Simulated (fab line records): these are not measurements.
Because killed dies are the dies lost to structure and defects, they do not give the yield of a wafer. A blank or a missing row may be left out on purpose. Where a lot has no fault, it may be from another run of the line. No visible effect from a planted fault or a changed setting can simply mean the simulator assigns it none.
The tool behind it: which one? + flow n5-finfet + 12 lots, 36 wafers sampled, at 4 steps of a route of 1938

== WHAT THE GAUGES READ, wafer by wafer ==
N5_BEOL_M6_OVL_MEAS_12.
| lot  | measured     | on         | M6_OVL (nm)    |
|------|--------------|------------|----------------|
| L075 | day 9 01:01  | overlay-02 | -1.6 -1.0 -0.5 |
| L077 | day 9 14:38  | overlay-02 | -0.6 0.4 0.9   |
| L079 | day 10 14:37 | overlay-02 | -0.8 -0.4 0.0  |
| L080 | day 10 18:26 | overlay-02 | 0.5 0.5 -0.1   |
| L083 | day 11 01:50 | overlay-02 | 0.0 0.0 -1.6   |
| L085 | day 11 19:38 | overlay-01 | -0.1 -0.1 -0.4 |
| L087 | day 11 22:46 | overlay-01 | -0.2 -0.2 -0.7 |
| L088 | day 13 06:05 | overlay-01 | 0.3 0.0 -0.9   |
| L093 | day 13 11:28 | overlay-02 | -0.7 -1.0 0.0  |
| L094 | day 14 12:02 | overlay-02 | -0.3 0.3 0.4   |
| L095 | day 15 00:45 | overlay-01 | -0.4 0.2 -0.3  |
| L097 | day 15 07:22 | overlay-02 | -0.7 0.3 -0.3  |

== WHICH TOOL RAN EACH LOT (tool, then ch and the chambers of the sampled wafers, then the start) ==
| lot  | N5_BEOL_M5_ETCH_67                 | N5_BEOL_M5_TRENCH_ETCH_37                     | N5_BEOL_M5_ANNEAL_82         |
|------|------------------------------------|-----------------------------------------------|------------------------------|
| L075 | rie-diel-03 ch 0,2, day 8 14:55    | rie-diel-03 ch 0,2, day 8 18:52 or earlier    | pvd-sputter-01, day 8 18:52  |
| L077 | rie-diel-06 ch 0,1, day 9 05:01    | rie-diel-06 ch 0,1, day 9 08:31 or earlier    | pvd-sputter-01, day 9 08:31  |
| L079 | rie-diel-03 ch 0,2, day 10 04:34   | rie-diel-03 ch 0,2, day 10 07:38 or earlier   | pvd-sputter-03, day 10 07:38 |
| L080 | rie-diel-05 ch 0,1,3, day 10 07:55 | rie-diel-05 ch 0,1,3, day 10 11:34 or earlier | pvd-sputter-02, day 10 11:34 |
| L083 | rie-diel-05 ch 1,2,3, day 10 17:12 | rie-diel-05 ch 1,2,3, day 10 20:05 or earlier | pvd-sputter-01, day 10 20:05 |
| L085 | rie-diel-05 ch 0,1,3, day 11 09:27 | rie-diel-05 ch 0,1,3, day 11 12:28 or earlier | pvd-sputter-01, day 11 12:28 |
| L087 | rie-diel-06 ch 0,3, day 11 13:42   | rie-diel-06 ch 0,3, day 11 16:53 or earlier   | pvd-sputter-03, day 11 16:53 |
| L088 | rie-diel-03 ch 0,3, day 12 20:12   | rie-diel-03 ch 0,3, day 12 22:50 or earlier   | pvd-sputter-01, day 12 22:50 |
| L093 | rie-diel-05 ch 1,3, day 12 22:46   | rie-diel-05 ch 1,3, day 13 04:46 or earlier   | pvd-sputter-01, day 13 04:46 |
| L094 | rie-diel-03 ch 0,1,2, day 14 01:11 | rie-diel-03 ch 0,1,2, day 14 05:08 or earlier | pvd-sputter-03, day 14 05:08 |
| L095 | rie-diel-03 ch 0,2,3, day 14 11:07 | rie-diel-03 ch 0,2,3, day 14 14:19 or earlier | pvd-sputter-02, day 14 14:19 |
| L097 | rie-diel-06 ch 2,3, day 14 19:23   | rie-diel-06 ch 2,3, day 14 22:32 or earlier   | pvd-sputter-03, day 14 22:32 |
- N5_BEOL_M5_ETCH_67: etches SiARC in CF4, target depth 15.6 nm, time 26 s.
- N5_BEOL_M5_TRENCH_ETCH_37: etches SiCOH lowk in C4F6/O2, target depth 71.652 nm, time 24.7 s.
- N5_BEOL_M5_ANNEAL_82: time 1800 s.

== THE ANSWER, worked out from the rows above alone ==
Rule: what is usual is taken from the lots themselves. Put in order of their means at a reading, lots are off if they are a third of the lots or fewer, leave a main group of 4 or more, and stand apart from it by a gap of 3 or more times the standard deviation of the main group's means; of several such gaps the widest counts. If all means in a main group match to the digits the tables above print for the reading, that group is not used. Also off: a lot with no number at a reading for which 4 or more lots have one. All remaining lots with rows at the step are treated as sound.
Nothing can be told from this: no lot is off at any reading shown.

== WHAT THE SIMULATOR HAD INSERTED ==
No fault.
